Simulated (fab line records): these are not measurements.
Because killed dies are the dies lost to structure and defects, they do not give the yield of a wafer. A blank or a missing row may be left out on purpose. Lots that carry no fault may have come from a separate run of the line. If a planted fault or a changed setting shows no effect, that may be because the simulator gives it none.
A struck lot beside a sound one -- flow nand-harc -- 15 out of 1159 route steps
Sound: the wafers L557.2, L557.3, L557.5. Struck: wafer L566.3 (L566.2, L566.5, from the same lot, were not struck and are left out); the cause is given at the end.
Per side, at each step with rows, come the tool, then ch with its chambers, and then its first start. Under that, the readings that differ: sound wafers -- struck wafers -- difference of the means -- sigmas: that difference in standard deviations of wafers without a fault.
alike: same words and numbers on both sides, and readings whose means sit less than 2 such deviations apart. not compared: any withheld reading, any reading some wafer has no value for, any bound like >300 that may hide the same value, and any number with overlapping values for which the record gives no deviation.
A row with sigmas, a row that says differs or no value, or rows on one side alone: a step with any of these is where the two part. Numbers that don't overlap but have no deviation are shown without sigmas and don't part them. A reading that every wafer of one side lacks parts them only if that side has two wafers or more.

first, 3 steps without rows for these wafers: NHARC_THIN_TSV_EXPOSE_09 (exposes mask TSV); NHARC_THIN_TSV_PEB_10 (peb time 85 s); NHARC_THIN_TSV_DEVELOP_11 (time 70 s).
NHARC_THIN_TSV_CD_MEAS_12: the cd target is 1000 nm.
  sound on cd-sem-03 ch 0, day 20 23:31; struck on cd-sem-01 ch 0, day 22 09:11
  alike: cd-nm
then, 1 step without rows for these wafers: NHARC_THIN_TSV_HARDBAKE_13 (time 80 s).
NHARC_THIN_TSV_DESCUM_14: chemistry O2, time 3 s.
  sound on rie-diel-02 ch 2,3, day 20 23:41; struck on rie-diel-11 ch 1, day 22 09:23
  alike: drypump-motor-current-A, oes-product-au, rf-vpp-V, showerhead-plenum-p-Torr, throttle-valve-pct
  not compared: rf-hours-counter-h
NHARC_THIN_TSV_ETCH_44: etches the open film in CF4/O2, target depth 1594.2 nm, time 797.1 s.
  sound on rie-diel-02 ch 0,3, day 20 23:46; struck on rie-diel-11 ch 2, day 22 09:28
reading,sound,struck,difference,sigmas
rf-vpp-V (V),793 803 804,789,-11,-2
showerhead-plenum-p-Torr (Torr),1.82 1.97 1.97,1.78,-0.14,-2
throttle-valve-pct (%),16.907 16.918 16.919,16.932,+0.017,+2
  alike: drypump-motor-current-A, oes-product-au
  not compared: rf-hours-counter-h
NHARC_THIN_TSV_ETCH_15: target depth 3000 nm, bosch target overetch cycles 2, bosch etch step 2.8 s.
  sound on rie-si-06 ch 0,1, day 21 00:20; struck on rie-si-01 ch 0, day 22 10:02
  alike: drypump-motor-current-A
  not compared: rf-hours-counter-h
NHARC_THIN_TSV_CD_MEAS_16:
  sound on cd-sem-03 at day 21 00:29; struck on cd-sem-02 at day 22 10:11
  alike: cd-nm
then, 2 steps without rows for these wafers: NHARC_THIN_TSV_STRIP_45 (strips in O2); NHARC_THIN_TSV_STRIP_46 (strips in post etch residue remover, time 1200 s).
NHARC_THIN_TSV_DEP_47: deposits SiO2, target thk 200 nm.
  sound on pecvd-02 ch 0,2, day 21 01:21; struck on pecvd-01 ch 2, day 22 11:43
  alike: flow-sccm, throttle-valve-pct
NHARC_THIN_TSV_ETCHBACK_48: etches the open film in C4F8/Ar, target depth 1028.5 nm, time 405.17 s.
  sound on rie-diel-09 ch 0,1,2, day 21 01:45; struck on rie-diel-09 ch 2, day 22 12:06
reading,sound,struck,difference,sigmas
oes-product-au (a.u.),0.932 0.950 0.920,0.835,-0.099,-3
  alike: rf-vpp-V
  not compared: rf-hours-counter-h
NHARC_THIN_TSV_STRIP_62: strips in N2/H2, time 20 s.
  sound on plasma-asher-02 ch 0,1, day 21 02:16; struck on plasma-asher-02 ch 0, day 22 13:20
  alike: drypump-motor-current-A, heater-power-w
  not compared: rf-hours-counter-h
NHARC_END_SORT_01:
  here the record holds rows for the struck wafers (prober-01 ch 0, day 23 06:39) but none for the sound ones

== WHERE THEY PART ==
First at NHARC_THIN_TSV_ETCH_44; last, within this record, at NHARC_END_SORT_01.

WHY: the cause the simulator had injected
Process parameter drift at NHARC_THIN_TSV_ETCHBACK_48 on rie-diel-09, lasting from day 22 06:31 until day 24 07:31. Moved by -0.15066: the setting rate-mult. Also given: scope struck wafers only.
